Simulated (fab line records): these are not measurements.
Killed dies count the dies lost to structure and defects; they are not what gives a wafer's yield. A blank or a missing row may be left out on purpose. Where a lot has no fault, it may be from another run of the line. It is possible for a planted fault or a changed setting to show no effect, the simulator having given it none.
Which of the tools did it?	flow nand_harc	Sampling: 14 lots, 40 wafers, 4 of 1159 route steps

## WHAT THE GAUGES SHOWED, per wafer
NHARC_A_CONTACT_CD_MEAS_15. Usual: cd_nm 90.2 nm, standard deviation 0.41.
lot	measured	on	cd_nm (nm)	flag
L820	day 16 22:19	cd_sem-02	90.7 90.9 90.3	
L821	day 17 08:21	cd_sem-02	90.8 90.6 90.4	
L823	day 17 16:23	cd_sem-03	89.9 89.8 89.7	
L825	day 18 13:55	cd_sem-02	90.5 90.3 90.5	
L827	day 19 03:11	cd_sem-03	89.9 90.1 90.1	
L828	day 19 06:29	cd_sem-02	89.4 90.4 89.4	
L829	day 19 07:42	cd_sem-02	89.9 90.4 90.1	
L831	day 19 19:44	cd_sem-02	91.0 89.8 90.4	
L833	day 20 02:07	cd_sem-03	89.9 90.0 90.2	
L835	day 20 07:18	cd_sem-02	89.8 89.7	
L830	day 20 08:03	cd_sem-02	90.0 90.2	
L834	day 20 18:12	cd_sem-01	89.5 89.4 89.8	
L836	day 20 22:37	cd_sem-02	90.0 89.7 89.9	
L842	day 22 23:11	cd_sem-01	90.1 90.8 90.5	

NHARC_A_CONTACT_INSPECT_23. Usual: raw_defect_count 420, standard deviation 130.
lot	measured	on	raw_defect_count	flag
L820	day 17 01:55	defect_inspect-01	231 426 250	
L821	day 17 13:33	defect_inspect-02	365 410 397	
L823	day 17 18:58	defect_inspect-02	396 412 265	
L825	day 18 16:28	defect_inspect-02	413 394 392	
L827	day 19 05:37	defect_inspect-02	571 495 320	
L828	day 19 11:39	defect_inspect-02	388 484 412	
L829	day 19 12:16	defect_inspect-01	262 308 284	
L831	day 19 23:52	defect_inspect-01	364 517 466	
L833	day 20 04:54	defect_inspect-01	338 417 341	
L835	day 20 13:50	defect_inspect-01	561 490	
L830	day 20 14:34	defect_inspect-02	421 390	
L834	day 20 23:17	defect_inspect-02	369 289 370	
L836	day 21 01:31	defect_inspect-02	437 633 463	
L842	day 23 01:43	defect_inspect-01	373 384 337	

NHARC_A_BLC_CD_MEAS_19. Usual: cd_nm 100.4 nm, standard deviation 1.5.
lot	measured	on	cd_nm (nm)	flag
L820	day 17 03:35	cd_sem-03	101.9 98.2 99.7	
L821	day 17 15:13	cd_sem-02	98.6 100.0 99.5	
L823	day 17 20:38	cd_sem-02	99.5 99.2 100.1	
L825	day 18 18:08	cd_sem-02	102.0 103.2 100.8	
L827	day 19 07:17	cd_sem-02	100.1 100.9 99.3	
L828	day 19 13:19	cd_sem-03	101.1 99.4 100.1	
L829	day 19 13:55	cd_sem-02	98.8 99.6 99.2	
L831	day 20 01:34	cd_sem-01	100.3 98.8 100.2	
L833	day 20 06:44	cd_sem-02	101.8 99.9 100.2	
L835	day 20 15:31	cd_sem-01	99.8 100.5	
L830	day 20 16:41	cd_sem-01	101.6 102.6	
L834	day 21 00:57	cd_sem-02	98.1 100.7 99.3	
L836	day 21 03:10	cd_sem-02	98.6 99.3 101.6	
L842	day 23 04:05	cd_sem-03	100.7 100.0 99.6	

## TOOL THAT RAN EACH LOT (tool first, then ch and the chambers of the sampled wafers, then the start)
lot	NHARC_A_BLC_ETCH_16
L820	rie_diel-04 ch 2,3, day 17 02:42
L821	rie_diel-13 ch 0,1,3, day 17 14:20
L823	rie_diel-05 ch 0,3, day 17 19:45
L825	rie_diel-05 ch 0,1,2, day 18 17:14
L827	rie_diel-05 ch 2,3, day 19 06:24
L828	rie_diel-05 ch 0,1, day 19 12:26
L829	rie_diel-13 ch 1,3, day 19 12:56
L831	rie_diel-05 ch 0,2,3, day 20 00:40
L833	rie_diel-05 ch 0,2, day 20 05:51
L835	rie_diel-05 ch 1,2, day 20 14:38
L830	rie_diel-05 ch 1,2, day 20 15:27
L834	rie_diel-05 ch 0,2, day 21 00:05
L836	rie_diel-13 ch 0,2,3, day 21 02:17
L842	rie_diel-04 ch 0,3, day 23 02:34
- NHARC_A_BLC_ETCH_16: etches the open film in CF4, target depth 39 nm, time 65 s.

## AS READ BY THE TOOLS THEMSELVES (means over the sampled wafers that have a number; for cases with no such wafer, the mark the record gives instead)
NHARC_A_BLC_ETCH_16. Usual: drypump_motor_current_A 5.9 A, standard deviation 0.42; oes_product_au 1.002 a.u., standard deviation 0.008; rf_vpp_V 151.1 V, standard deviation 1.3; run_length_s 86.3 s, standard deviation 0.36; showerhead_plenum_p_Torr 1.75 Torr, standard deviation 0.074; throttle_valve_pct 13.283 %, standard deviation 0.0088.
lot	tool	drypump_motor_current_A (A)	oes_product_au (a.u.)	rf_vpp_V (V)	run_length_s (s)	showerhead_plenum_p_Torr (Torr)	throttle_valve_pct (%)	flag
L820	rie_diel-04	5.6	0.984	151.1	86.2	1.75	13.281	
L821	rie_diel-13	5.8	0.997	152.5	86.4	1.82	13.282	
L823	rie_diel-05	6.2	0.995	151.7	86.3	1.79	13.284	
L825	rie_diel-05	6.0	1.013	150.9	86.2	1.72	13.288	
L827	rie_diel-05	6.2	1.009	151.3	86.4	1.79	13.280	
L828	rie_diel-05	5.9	1.008	150.2	86.4	1.68	13.280	
L829	rie_diel-13	5.5	0.998	151.6	86.1	1.80	13.287	
L831	rie_diel-05	6.1	1.001	151.7	86.0	1.78	13.282	
L833	rie_diel-05	5.9	0.994	152.4	85.9	1.75	13.285	
L835	rie_diel-05	6.1	1.006	149.8	79.5	1.71	13.274	OFF
L830	rie_diel-05	6.1	1.007	149.4	79.2	1.71	13.280	OFF
L834	rie_diel-05	6.1	1.003	151.5	76.9	1.76	13.279	OFF
L836	rie_diel-13	5.7	1.005	150.7	86.0	1.76	13.287	
L842	rie_diel-04	5.1	1.004	150.3	86.6	1.70	13.279	

## THE ANSWER, worked out from the rows above alone
Rule: take the mean of a lot's wafers that have a number; if it is more than 3 standard deviations from the usual mean, the lot is off. Also off: a lot with no number at a reading for which 4 or more lots have one. Any other lot the step has rows for is counted as sound. First the gauges in route order, then the tools' own readings, where a lot's mean is used as printed above. At the first step where some lot is off, the reading lying furthest off is the one used; lots without a number count as furthest.
Off: L835, L830, L834 (NHARC_A_BLC_ETCH_16, run_length_s).
If a tool, at that step or one of the process steps before it, ran each lot that is off and ran no sound lot following the first of them, it fits. One fits: rie_diel-05 at NHARC_A_BLC_ETCH_16. Its last sound lot is L833 (day 20 05:51), its first lot that is off L835 (day 20 14:38): a fault that began between those two fits.
The tool's own readings at NHARC_A_BLC_ETCH_16 bear it out: on the lots that are off they differ by more than 5 times the standard deviation of the sound lots' means. run_length_s reads 78.5 s there against 86.2 s on the sound lots.

## WHAT WAS PUT IN BY THE SIMULATOR
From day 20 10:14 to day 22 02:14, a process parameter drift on rie_diel-05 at NHARC_A_BLC_ETCH_16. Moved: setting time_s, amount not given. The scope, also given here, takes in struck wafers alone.
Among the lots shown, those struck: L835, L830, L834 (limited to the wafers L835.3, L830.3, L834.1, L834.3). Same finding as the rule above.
